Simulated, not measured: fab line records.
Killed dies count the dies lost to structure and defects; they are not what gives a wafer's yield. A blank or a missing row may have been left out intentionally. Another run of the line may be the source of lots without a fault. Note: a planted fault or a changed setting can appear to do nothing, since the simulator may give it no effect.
Commonality check across tools ; flow nandHarc ; Sampled: 14 lots, 42 wafers

== WHAT PROMPTED THE OPENING ==
At NHARC_A_ONON_D1_THK_MEAS_02 the reading thkNm is flagged on 2 of 14 lots. Wafers without a fault read 999 nm, standard deviation 10.
Rule: a lot is flagged when every wafer of it that has a number lies more than 4 standard deviations from that mean, or none has a number. All remaining lots are regarded as sound.

lot;measured;on;thkNm (nm), wafer by wafer;flag
L993;day 7 20:56;filmMetro-02;977 977 978;
L995;day 8 09:43;filmMetro-01;1002 1003 1004;
L996;day 8 23:19;filmMetro-01;992 990 991;
L997;day 9 07:08;filmMetro-01;1013 1013 1013;
L100;day 10 11:03;filmMetro-02;995 997 996;
L102;day 11 08:52;filmMetro-01;998 997 999;
L104;day 12 01:25;filmMetro-02;1001 1000 1001;
L106;day 13 02:35;filmMetro-02;1005 1005 1004;
L108;day 13 21:31;filmMetro-02;681 679 681;FLAGGED
L111;day 15 00:25;filmMetro-02;662 664 662;FLAGGED
L113;day 16 03:23;filmMetro-02;1006 1005 1004;
L114;day 16 08:10;filmMetro-02;998 997 997;
L116;day 17 13:52;filmMetro-02;1005 1007 1004;
L115;day 17 13:57;filmMetro-01;997 997 997;
The mean of the flagged lots' numbers is 672 nm, -328 nm from the usual (-33 standard deviations).

== LOT BY LOT: THE TOOL USED ==
The record holds 2 process steps before the reading, out of a route of 1302 steps. Every cell lists first the tool, next ch and the chambers used by the sampled wafers, and last the start.
lot;flag;NHARC_P_BONDPAD_PVD_27;NHARC_A_ONON_D1_DEP_00
L993;;pvdSputter-02, day 7 20:26 or earlier;pecvdOnon-04 ch 0, day 7 20:26
L995;;pvdSputter-01, day 8 09:19 or earlier;pecvdOnon-04 ch 0, day 8 09:19
L996;;pvdSputter-01, day 8 22:52 or earlier;pecvdOnon-01 ch 0, day 8 22:52
L997;;pvdSputter-02, day 9 06:37 or earlier;pecvdOnon-02 ch 0, day 9 06:37
L100;;pvdSputter-02, day 10 10:32 or earlier;pecvdOnon-01 ch 0, day 10 10:32
L102;;pvdSputter-01, day 11 08:25 or earlier;pecvdOnon-02 ch 0, day 11 08:25
L104;;pvdSputter-02, day 12 01:05 or earlier;pecvdOnon-04 ch 0, day 12 01:05
L106;;pvdSputter-02, day 13 02:07 or earlier;pecvdOnon-02 ch 0, day 13 02:07
L108;FLAGGED;pvdSputter-03, day 13 21:01 or earlier;pecvdOnon-02 ch 0, day 13 21:01
L111;FLAGGED;pvdSputter-01, day 14 23:55 or earlier;pecvdOnon-02 ch 0, day 14 23:55
L113;;pvdSputter-02, day 16 02:53 or earlier;pecvdOnon-01 ch 0, day 16 02:53
L114;;pvdSputter-03, day 16 07:42 or earlier;pecvdOnon-04 ch 0, day 16 07:42
L116;;pvdSputter-01, day 17 13:28 or earlier;pecvdOnon-01 ch 0, day 17 13:28
L115;;pvdSputter-02, day 17 13:33 or earlier;pecvdOnon-04 ch 0, day 17 13:33
What the steps here do:
- NHARC_P_BONDPAD_PVD_27: deposits Cu, target thk 30 nm, time 20.49 s.
- NHARC_A_ONON_D1_DEP_00: target thk 1000 nm.
- NHARC_A_ONON_D1_THK_MEAS_02: measures by ellipsometry.

== FLAGGED OVER TOTAL, TOOL BY TOOL (the gauges that took the reading come last) ==
step;tool;lots run;flagged;share of the flagged lots;sound lots run after its first flagged lot
NHARC_P_BONDPAD_PVD_27;pvdSputter-01;5;1;some;1 (L116)
NHARC_P_BONDPAD_PVD_27;pvdSputter-02;7;0;none;-
NHARC_P_BONDPAD_PVD_27;pvdSputter-03;2;1;some;1 (L114)
NHARC_A_ONON_D1_DEP_00;pecvdOnon-01;4;0;none;-
NHARC_A_ONON_D1_DEP_00;pecvdOnon-02;5;2;all;0
NHARC_A_ONON_D1_DEP_00;pecvdOnon-04;5;0;none;-
NHARC_A_ONON_D1_THK_MEAS_02;filmMetro-01;5;0;none;-
NHARC_A_ONON_D1_THK_MEAS_02;filmMetro-02;9;2;all;3 (L113,L114,L116)
With no start given for some of its lots, NHARC_P_BONDPAD_PVD_27 uses the hours and lot order of NHARC_A_ONON_D1_DEP_00.

== WHAT THE TABLE ALLOWS ==
2 rows of the table ran every flagged lot: pecvdOnon-02 at NHARC_A_ONON_D1_DEP_00, filmMetro-02 at NHARC_A_ONON_D1_THK_MEAS_02.
- pecvdOnon-02 at NHARC_A_ONON_D1_DEP_00 ran 5 lots, 2 of them flagged. Last sound lot L106 at day 13 02:07, first flagged lot L108 at day 13 21:01; a fault beginning in between fits.
- filmMetro-02 at NHARC_A_ONON_D1_THK_MEAS_02 ran 9 lots, 2 of them flagged. Lots that were sound ran on it after the first flagged one (L113, L114, L116); a persistent fault on the entire tool would not allow that.
pecvdOnon-02 at NHARC_A_ONON_D1_DEP_00 is the single tool remaining.

== WHAT HAD BEEN PUT IN BY THE SIMULATOR ==
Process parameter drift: pecvdOnon-02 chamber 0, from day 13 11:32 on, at NHARC_A_ONON_D1_DEP_00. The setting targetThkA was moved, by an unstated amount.
Lots struck among those shown: L108, L111. Same finding as the rule above.
